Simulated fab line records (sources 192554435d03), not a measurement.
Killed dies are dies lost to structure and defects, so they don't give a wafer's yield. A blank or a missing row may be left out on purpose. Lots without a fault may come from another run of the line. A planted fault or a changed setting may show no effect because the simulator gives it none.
fab line records	flow n5Finfet
[record] lots = 5	wafers = 15	lastDay = 20
route steps=1938 shown BEOL_M15@1807 PASSIVATION@1936
lots untouched by any fault: they come from a run of this same line in which no faults occurred
startH: start of the lot's first displayed wafer, in hours after the record's first day	waitH: time in hours since the lot's previous step	" as in the row above	L1.1+2: one row covering several wafers at once	- either no value or no given start	* or withheld: withheld	< > ~ a bound
route shown NAME@n: NAME is a module with steps in the file, n the number in the route of the first one	usual: the fault-free wafers' mean and standard deviation	same: alike in all rows	chamber/n: place in a boat	sites: the reading at each site	_std_site: how widely they spread, as a standard deviation	_edge_site: mean of outer sites minus mean of inner sites	radiusMm: how far each site lies from the wafer's centre	mask NAME#n: copy n	behind: the last tool/chamber to shape the wafer	hold: the reason the lot was held/the length of the hold in hours/how it ended	device: the n, p or np transistor that did not switch	end of line: the tests these same wafers got at the end of their route	where a step has no rows: the recipe by itself	killed: at the first sort, the dies lost to defects and structure; wafer yield is something else	map: the dies of a wafer, with x for killed, . for not killed, _ for no die there
set.NAME: the run value of the setting; set.NAME@STEP: its run value at that earlier step	model.NAME: the simulator's own value behind a step, which no gauge read
lots seen at some steps along the route; tables by step, rows by wafer
services: from which hour (startH, from the record's first day; less than 0 if before it) a tool's chamber was out of use, for how many hours, and why
[[steps]]
[step N5_BEOL_M15_DESCUM_33]
[recipe] chemistry = O2	timeS = 7.9	sourcePowerW = 50	biasPowerW = 20	pressureMtorr = 20	rfFrequencyHz = 2.712e+07	tempC = 40	o2FlowSccm = 225
[usual] drypumpMotorCurrentA = 5.8/0.54	oesProductAu = 0.79/0.07	rfVppV = 242.9/1.3	showerheadPlenumPTorr = 2.08/0.068	throttleValvePct = 20.36/0.21
lot.wafer	tool	chamber	startH	waitH	drypumpMotorCurrentA	oesProductAu	rfHoursCounterH	rfVppV	showerheadPlenumPTorr	throttleValvePct
L986.2	rieDiel-05	0	304.52	0.3	5.0	0.73	191	243.8	2.17	20.27
L986.3	"	1	"	"	6.0	0.72	189	244.3	2.08	20.24
L986.6	"	1	"	"	6.0	0.73	-	241.7	2.08	20.22
L995.1	rieDiel-02	1	348.50	0.0	6.4	0.82	84	244.4	2.22	20.46
L995.4	"	0	"	"	5.8	0.76	143	244.0	2.10	20.16
L995.6	"	1	"	"	6.4	0.81	-	244.9	2.22	20.45
L997.2	rieDiel-06	0	356.99	0.0	6.2	0.95	18	242.4	2.05	19.92
L997.3	"	2	"	"	6.6	0.91	29	242.7	2.05	20.38
L997.6	"	0	"	"	6.2	0.94	-	244.2	2.05	19.92
L100.1	rieDiel-05	1	364.73	0.6	6.0	0.71	204	242.2	2.08	20.25
L100.2	"	2	"	"	5.3	0.84	81	243.1	2.03	20.26
L100.5	"	0	"	"	5.0	0.72	-	244.1	2.16	20.32
L108.3	rieDiel-06	2	447.44	0.0	6.5	0.87	56	243.0	2.04	20.42
L108.4	"	3	"	"	5.8	0.73	189	240.5	2.00	20.75
L108.6	"	0	"	"	6.2	0.89	-	242.4	2.04	19.95
[step N5_BEOL_M15_ETCH_61]
[recipe] chemistry = N2/H2	target = BARC	targetDepthA = 890	overetchA = 267	timeS = 67.9	ionEnergyEv = 200	pressureMtorr = 30	sourceW = 840	biasW = 150	n2FlowSccm = 200	h2FlowSccm = 200
[step N5_BEOL_M15_TRENCH_ETCH_34]
[recipe] chemistry = C4F8/O2/Ar	target = SiO2	targetDepthA = 8729.3	heInnerTorr = 15	heOuterTorr = 30	timeS = 199	ionEnergyEv = 800	pressureMtorr = 20	sourceW = 1905	biasW = 2040	Ar_flow_sccm = 400	C4F8_flow_sccm = 16	O2_flow_sccm = 12
[step N5_BEOL_M15_STRIP_36]
[recipe] chemistry = O2	powerW = 600	tempC = 60	pressureMtorr = 30	rfFrequencyHz = 6e+07	biasPowerW = 0	overashFraction = 0.3	o2FlowSccm = 225
[step N5_BEOL_M15_STRIP_62]
[recipe] chemistry = O2	powerW = 600	tempC = 60	pressureMtorr = 30	rfFrequencyHz = 6e+07	biasPowerW = 0	overashFraction = 0.3	o2FlowSccm = 225
[usual] drypumpMotorCurrentA = 5.8/0.54	oesProductAu = 0.80/0.07	rfVppV = 3.6/0.51	showerheadPlenumPTorr = 2.08/0.068	throttleValvePct = 16.57/0.21
lot.wafer	tool	chamber	startH	waitH	drypumpMotorCurrentA	oesProductAu	rfHoursCounterH	rfVppV	showerheadPlenumPTorr	throttleValvePct
L986.2	rieDiel-06	0	-	-	6.2	0.96	6	3.7	2.06	16.14
L986.3	"	3	"	"	5.8	0.76	144	4.5	2.02	16.89
L986.6	"	0	"	"	6.2	0.96	-	3.5	2.06	16.14
L995.1	rieDiel-06	3	-	-	5.8	0.76	160	4.1	2.02	16.94
L995.4	"	1	"	"	5.2	0.77	147	4.3	2.02	16.73
L995.6	"	2	"	"	6.6	0.91	-	3.3	2.06	16.56
L997.2	rieDiel-06	0	-	-	6.2	0.93	18	5.0	2.06	16.16
L997.3	"	3	"	"	5.8	0.74	162	3.3	2.01	16.92
L997.6	"	0	"	"	6.2	0.93	-	4.3	2.06	16.18
L100.1	rieDiel-05	1	-	-	6.0	0.71	204	2.6	2.08	16.54
L100.2	"	0	"	"	5.0	0.72	208	3.6	2.16	16.60
L100.5	"	3	"	"	5.8	0.71	-	3.9	2.18	16.55
L108.3	rieDiel-05	2	-	-	5.3	0.82	105	4.0	2.02	16.55
L108.4	"	1	"	"	6.0	0.70	228	4.1	2.07	16.59
L108.6	"	3	"	"	5.8	0.71	-	2.9	2.17	16.58
[step N5_BEOL_M15_STRIP_37]
[recipe] chemistry = O2	powerW = 600	tempC = 60	pressureMtorr = 30	rfFrequencyHz = 6e+07	biasPowerW = 0	overashFraction = 0.3	o2FlowSccm = 225
[usual] drypumpMotorCurrentA = 5.8/0.54	oesProductAu = 0.79/0.071	rfVppV = 3.7/0.67	showerheadPlenumPTorr = 2.08/0.068	throttleValvePct = 16.57/0.2
lot.wafer	tool	chamber	startH	waitH	drypumpMotorCurrentA	oesProductAu	rfHoursCounterH	rfVppV	showerheadPlenumPTorr	throttleValvePct
L986.2	rieDiel-06	0	-	-	6.2	0.97	6	4.0	2.06	16.15
L986.3	"	3	"	"	5.8	0.75	144	4.2	2.02	16.91
L986.6	"	0	"	"	6.2	0.96	-	5.1	2.06	16.15
L995.1	rieDiel-06	3	-	-	5.8	0.75	160	2.9	2.02	16.94
L995.4	"	1	"	"	5.2	0.77	147	4.0	2.02	16.71
L995.6	"	2	"	"	6.6	0.92	-	3.4	2.06	16.56
L997.2	rieDiel-06	0	-	-	6.2	0.93	18	2.8	2.06	16.18
L997.3	"	3	"	"	5.8	0.75	162	3.4	2.01	16.92
L997.6	"	0	"	"	6.2	0.94	-	3.5	2.06	16.17
L100.1	rieDiel-05	1	-	-	6.0	0.71	204	4.7	2.08	16.54
L100.2	"	0	"	"	5.0	0.72	208	3.5	2.16	16.63
L100.5	"	3	"	"	5.8	0.71	-	4.7	2.18	16.54
L108.3	rieDiel-05	2	-	-	5.3	0.81	105	3.2	2.02	16.56
L108.4	"	1	"	"	6.0	0.69	228	4.8	2.07	16.59
L108.6	"	3	"	"	5.8	0.70	-	5.2	2.17	16.58
[step N5_BEOL_M15_ETCH_38]
[recipe] chemistry = CF4/N2	target = SiCN	targetDepthA = 1064	taperDeg = 2	timeS = 120.5	ionEnergyEv = 150	maskMaterial = SiO2	pressureMtorr = 40	sourceW = 430	biasW = 70	Ar_flow_sccm = 100	cf4FlowSccm = 60	n2FlowSccm = 60
[usual] drypumpMotorCurrentA = 5.8/0.54	oesProductAu = 0.79/0.072	rfVppV = 381.8/1.8	showerheadPlenumPTorr = 2.19/0.067	throttleValvePct = 15.32/0.19
lot.wafer	tool	chamber	startH	waitH	drypumpMotorCurrentA	oesProductAu	rfHoursCounterH	rfVppV	showerheadPlenumPTorr	throttleValvePct
L986.2	rieDiel-06	0	-	-	6.2	0.98	6	380.2	2.17	14.91
L986.3	"	3	"	"	5.9	0.75	144	379.1	2.12	15.61
L986.6	"	0	"	"	6.2	0.97	-	381.7	2.17	14.95
L995.1	rieDiel-06	3	-	-	5.8	0.75	160	378.7	2.12	15.65
L995.4	"	1	"	"	5.2	0.76	147	381.4	2.12	15.46
L995.6	"	2	"	"	6.5	0.91	-	380.6	2.16	15.27
L997.2	rieDiel-06	0	-	-	6.2	0.94	18	381.9	2.17	14.93
L997.3	"	3	"	"	5.8	0.74	162	379.6	2.12	15.67
L997.6	"	0	"	"	6.2	0.93	-	381.9	2.17	14.94
L100.1	rieDiel-05	1	-	-	5.9	0.71	204	380.7	2.18	15.30
L100.2	"	0	"	"	5.0	0.72	208	384.1	2.28	15.42
L100.5	"	3	"	"	5.8	0.71	-	383.8	2.28	15.26
L108.3	rieDiel-05	2	-	-	5.3	0.81	105	379.6	2.14	15.35
L108.4	"	1	"	"	6.0	0.69	228	380.5	2.17	15.35
L108.6	"	3	"	"	5.8	0.69	-	382.6	2.27	15.30
[step N5_BEOL_M15_PRECLEAN_39]
[recipe] chemistry = residueRemover	timeS = 60	tempC = 40
[step N5_BEOL_M15_SRD_40]
[recipe] timeS = 30	tempC = 23	rinseLiquid = diw	dry = n2Spin	spinRpm = 1500	dryTimeS = 30
[step N5_BEOL_M15_DEGAS_41]
[recipe] ambient = vacuum	tempC = 300	timeS = 60
[usual] heaterPowerW = 463/27
lot.wafer	tool	chamber	startH	waitH	heaterPowerW
L986.2	pvdSputter-02	-	308.52	0.6	499
L986.3	"	-	"	"	478
L986.6	"	-	"	"	501
L995.1	pvdSputter-02	-	352.00	0.3	488
L995.4	"	-	"	"	481
L995.6	"	-	"	"	498
L997.2	pvdSputter-03	-	359.61	1.8	427
L997.3	"	-	"	"	508
L997.6	"	-	"	"	459
L100.1	pvdSputter-01	-	365.42	0.1	476
L100.2	"	-	"	"	475
L100.5	"	-	"	"	449
L108.3	pvdSputter-01	-	450.21	0.4	473
L108.4	"	-	"	"	458
L108.6	"	-	"	"	471
[step N5_BEOL_M15_PRE_CLEAN_42]
[recipe] gas = H2/He	timeS = 30	tempC = 300
[step N5_BEOL_M15_SPUTTER_43]
[recipe] material = TaN	targetThkA = 150	tempC = 50	biasV = 168.6	powerW = 15000	chamberPressurePa = 0.12	timeS = 24.19
[usual] throttleValvePct = 30.6/0.62
lot.wafer	tool	chamber	startH	waitH	throttleValvePct	model.TaN_of_BEOL_M15_SPUTTER_43.thkNm
L986.2	pvdSputter-02	-	308.60	0.0	30.0	15
L986.3	"	-	"	"	31.1	14.8
L986.6	"	-	"	"	30.1	15.2
L995.1	pvdSputter-02	-	352.08	0.0	30.3	15.2
L995.4	"	-	"	"	31.1	10.6
L995.6	"	-	"	"	30.6	15
L997.2	pvdSputter-03	-	359.69	0.0	30.8	15
L997.3	"	-	"	"	30.1	15.2
L997.6	"	-	"	"	29.5	15
L100.1	pvdSputter-01	-	365.50	0.0	30.7	14.4
L100.2	"	-	"	"	30.1	14.4
L100.5	"	-	"	"	31.8	14.6
L108.3	pvdSputter-01	-	450.29	0.0	30.4	14.8
L108.4	"	-	"	"	31.9	15
L108.6	"	-	"	"	30.3	14.8
[step N5_BEOL_M15_SPUTTER_44]
[recipe] material = Ta	targetThkA = 150	tempC = 50	biasV = 80	powerW = 15000	chamberPressurePa = 0.07	timeS = 24.19
[step N5_BEOL_M15_SPUTTER_45]
[recipe] material = Cu	targetThkA = 1000	tempC = -20	biasV = 60	powerW = 26000	chamberPressurePa = 0.13	timeS = 16.67
[step N5_BEOL_M15_ECD_47]
[recipe] material = Cu	targetThkA = 18600
[step N5_BEOL_M15_ANNEAL_48]
[recipe] tempC = 225	timeS = 90	ambient = N2
[step N5_BEOL_M15_CMP_49]
[recipe] stopOn = SiO2	tOverpolishS = 4.9	downForcePsi = 2	platenRpm = 80	clearingPlatenDownForcePsi = 2	clearingPlatenRpm = 80	postCmpClean = cuAlkaline	targetThkNm = 850	clearingPlatenPadVelocityMS = 1.5917	padVelocityMS = 1.5917
[usual] barrierFieldEndpointS = 11.37/0.24	motorCurrentA = 7.8/0.81
lot.wafer	tool	chamber	startH	waitH	barrierFieldEndpointS	motorCurrentA
L986.3	cmp-01	0	309.45	0.2	11.25	7.8
L986.2	"	1	"	"	11.18	8.2
L986.6	"	0	"	"	11.61	7.4
L995.1	cmp-02	3	354.30	0.3	11.54	8.7
L995.4	"	1	"	"	9.35	9.4
L995.6	"	3	"	"	11.34	8.4
L997.2	cmp-01	0	360.83	0.4	11.39	7.4
L997.3	"	1	"	"	11.07	7.7
L997.6	"	3	"	"	11.18	7.2
L100.2	cmp-01	3	366.32	0.2	11.19	7.3
L100.1	"	0	"	"	11.00	7.0
L100.5	"	0	"	"	11.26	7.4
L108.3	cmp-01	3	451.10	0.2	11.60	7.2
L108.4	"	1	"	"	11.48	8.0
L108.6	"	3	"	"	11.67	7.4
[step N5_BEOL_M15_THK_MEAS_50]
[recipe] thkMeasGauge = xrf	reads = Cu_of_BEOL_M15_ECD_47
[usual] M15_THK = 863/16
lot.wafer	tool	chamber	startH	waitH	M15_THK[nm]
L986.2	filmMetro-02	-	309.71	-	843
L986.3	"	-	"	"	859
L986.6	"	-	"	"	856
L995.1	filmMetro-01	-	354.56	-	875
L995.4	"	-	"	"	871
L995.6	"	-	"	"	875
L997.2	filmMetro-02	-	361.09	-	876
L997.3	"	-	"	"	869
L997.6	"	-	"	"	888
L100.1	filmMetro-01	-	366.61	-	853
L100.2	"	-	"	"	855
L100.5	"	-	"	"	843
L108.3	filmMetro-02	-	451.40	-	858
L108.4	"	-	"	"	861
L108.6	"	-	"	"	903
[step N5_PASSIVATION_PROBE_49]
[usual] defectLimitedYield = 91.1/1.5	killed_at_M0_to_M3 = 36/11	killed_at_M4_up = 14/5.6	killedAtContacts = 11/5.6	killedAtFrontEnd = 40/12	killedAtOther = 4/3.2	killedDies = 105/17	killedOpen = 69/12	killedShort = 34/8.4	sort_bin_5_function = 5.2/0.95	sort_bin_6_memory = 3.3/0.63	sortNPass = 1075/17	sortYieldPct = 91.1/1.5
[same] grossDies = 1180	killedAtBackSide = 0	sort_bin_4_leakage[%] = 0	sort_bin_8_speed[%] = 0
lot.wafer	tool	chamber	startH	waitH	defectLimitedYield[%]	killed_at_M0_to_M3	killed_at_M4_up	killedAtContacts	killedAtFrontEnd	killedAtOther	killedDies	killedOpen	killedShort	sort_bin_5_function[%]	sort_bin_6_memory[%]	sortNPass	sortYieldPct[%]
L100.1	prober-02	-	380.18	0.0	93.4	15	12	9	41	1	78	54	23	4.0	2.6	1102	93.4
L100.2	prober-02	-	380.23	0.1	93.4	34	14	6	20	4	78	54	19	3.6	2.8	1102	93.4
L100.5	prober-02	-	380.38	0.2	90.8	41	15	10	35	7	108	67	40	5.3	3.4	1072	90.8
// killed by level:class
L100.1 FIN_SAQP:geometricParticle:open=12 FIN_SAQP:geometricParticle:short=11 DUMMY_GATE:geometricParticle:open=7 BEOL_M4:geometricParticle:open=7 MOL_CONTACT_COAG:geometricParticle:open=5 STI_FIN_REVEAL:geometricParticle:open=4 MOL_CONTACT_COAG:geometricParticle:short=4 BEOL_M2:geometricParticle:open=4
L100.2 BEOL_M0_SAQP:geometricParticle:open=14 STI_FIN_REVEAL:geometricParticle:open=7 BEOL_M2:geometricParticle:open=7 BEOL_M0_SAQP:geometricParticle:short=5 FIN_SAQP:geometricParticle:short=4 MOL_CONTACT_COAG:geometricParticle:open=4 BEOL_M4:geometricParticle:open=4 BEOL_M1:geometricParticle:open=3
L100.5 BEOL_M0_SAQP:geometricParticle:short=12 STI_FIN_REVEAL:geometricParticle:open=11 BEOL_M0_SAQP:geometricParticle:open=9 BEOL_M3:geometricParticle:open=9 FIN_SAQP:geometricParticle:open=6 MOL_CONTACT_COAG:geometricParticle:open=6 GATE_CUT:geometricParticle:short=5 BEOL_M2:geometricParticle:open=5
[[services]]
tool	chamber	startH	hours	kind
pvdSputter-02	-	295.39	5.2	repair
rieDiel-05	0	295.90	7.5	repair
rieDiel-02	-	306.21	0.9	repair
rieDiel-05	-	311.94	4.3	pm
rieDiel-06	0	313.92	13.7	repair
rieDiel-05	-	332.69	0.7	repair
cmp-02	-	335.62	5.2	pm
pvdSputter-02	-	366.81	8.6	repair
cmp-01	-	369.76	0.3	repair
rieDiel-06	0	386.48	5.5	repair
cmp-01	-	387.43	4.0	pm
cmp-02	-	389.17	3.4	pm
cmp-01	-	391.43	-	consumableReplace:conditioner
cmp-01	-	391.43	-	consumableReplace:pad
pvdSputter-02	-	396.80	1.1	repair
rieDiel-02	2	401.27	1.5	repair
cmp-02	-	407.14	4.1	repair
rieDiel-05	3	426.73	15.0	repair
rieDiel-02	0	427.45	2.2	repair
rieDiel-06	0	436.56	4.0	repair
cmp-01	-	441.90	1.4	repair
cmp-02	-	444.43	1.1	repair
cmp-02	-	446.51	6.5	pm
[[key]]
[firstSign] step = N5_BEOL_M15_CMP_49	reading = barrierFieldEndpointS	direction = down	sigmas = 8.2	usual = 11.37	struck = 9.35
effect none on later readings
[modelEffect] step = N5_BEOL_M15_SPUTTER_43	value = TaN_of_BEOL_M15_SPUTTER_43.thkNm	without = 15	struck = 10.6
metAt N5_BEOL_M15_SPUTTER_43
struckWafers L995.4
onsetBetween 308.60 352.08
[fault] kind = processParameterDrift	tool = pvdSputter-02	chamber = -	onsetH = 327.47	steps = N5_BEOL_M15_SPUTTER_43	channel = timeS	offset = *	shape = step	endH = 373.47	scope = struckWafersOnly	actsIn = *	stated = *
